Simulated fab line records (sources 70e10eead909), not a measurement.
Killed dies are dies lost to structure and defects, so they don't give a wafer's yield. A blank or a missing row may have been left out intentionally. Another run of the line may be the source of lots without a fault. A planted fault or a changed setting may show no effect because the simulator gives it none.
Matching of chambers / flow nand_harc / NHARC_A_WL_FILL_ALD_19 on ald_metal-01 has 4 sister chambers
The step deposits TiN, target thk 2 nm, pulse time 3 s, ald cycles 100. 8 wafers are shown with their chamber, then 8 later ones without.

== WAFERS WITH THEIR CHAMBER ==
wafer=L751.1; chamber=2; heater_power_w (W)=1041; precursor_pulse_height_rel=0.990
wafer=L756.3; chamber=3; heater_power_w (W)=1090; precursor_pulse_height_rel=1.001
wafer=L756.4; chamber=1; heater_power_w (W)=955; precursor_pulse_height_rel=0.973
wafer=L756.5; chamber=0; heater_power_w (W)=933; precursor_pulse_height_rel=0.999
wafer=L755.3; chamber=1; heater_power_w (W)=952; precursor_pulse_height_rel=1.001
wafer=L755.5; chamber=3; heater_power_w (W)=1109; precursor_pulse_height_rel=0.975
wafer=L755.6; chamber=0; heater_power_w (W)=922; precursor_pulse_height_rel=1.005
wafer=L757.1; chamber=2; heater_power_w (W)=1045; precursor_pulse_height_rel=0.966

== WAFERS MISSING THEIR CHAMBER ==
wafer=L757.2; heater_power_w (W)=956; precursor_pulse_height_rel=0.998
wafer=L757.3; heater_power_w (W)=936; precursor_pulse_height_rel=0.990
wafer=L761.1; heater_power_w (W)=933; precursor_pulse_height_rel=0.979
wafer=L761.2; heater_power_w (W)=1128; precursor_pulse_height_rel=1.023
wafer=L761.4; heater_power_w (W)=950; precursor_pulse_height_rel=0.981
wafer=L772.2; heater_power_w (W)=1077; precursor_pulse_height_rel=1.007
wafer=L772.4; heater_power_w (W)=1117; precursor_pulse_height_rel=0.994
wafer=L772.6; heater_power_w (W)=1106; precursor_pulse_height_rel=1.002

== WHICH CHAMBER EACH ONE RAN IN ==
wafer=L757.2; from the rows above=1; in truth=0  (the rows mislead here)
wafer=L757.3; from the rows above=can't be placed: 0 or 1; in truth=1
wafer=L761.1; from the rows above=can't be placed: 0 or 1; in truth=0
wafer=L761.2; from the rows above=3; in truth=3
wafer=L761.4; from the rows above=1; in truth=1
wafer=L772.2; from the rows above=can't be placed: 3 or 2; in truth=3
wafer=L772.4; from the rows above=3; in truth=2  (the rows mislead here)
wafer=L772.6; from the rows above=3; in truth=3
3 of 8 placed correctly. Not placeable from these rows: 3 (in 3, the candidates include the true chamber). 2 placed wrongly.
How it was worked out, from the rows above alone: a wafer's distance from a chamber is the root of the sum, over the readings, of the square of ((its reading less the chamber's mean) divided by the reading's scatter). If the next closest chamber is less than 2 further off than the closest, the wafer can't be placed; otherwise it belongs to the closest. A chamber's mean is the mean of its shown wafers. The scatter is the square root of a quotient: the sum, over the shown wafers, of each reading's squared deviation from its chamber's mean, divided by wafers minus chambers.
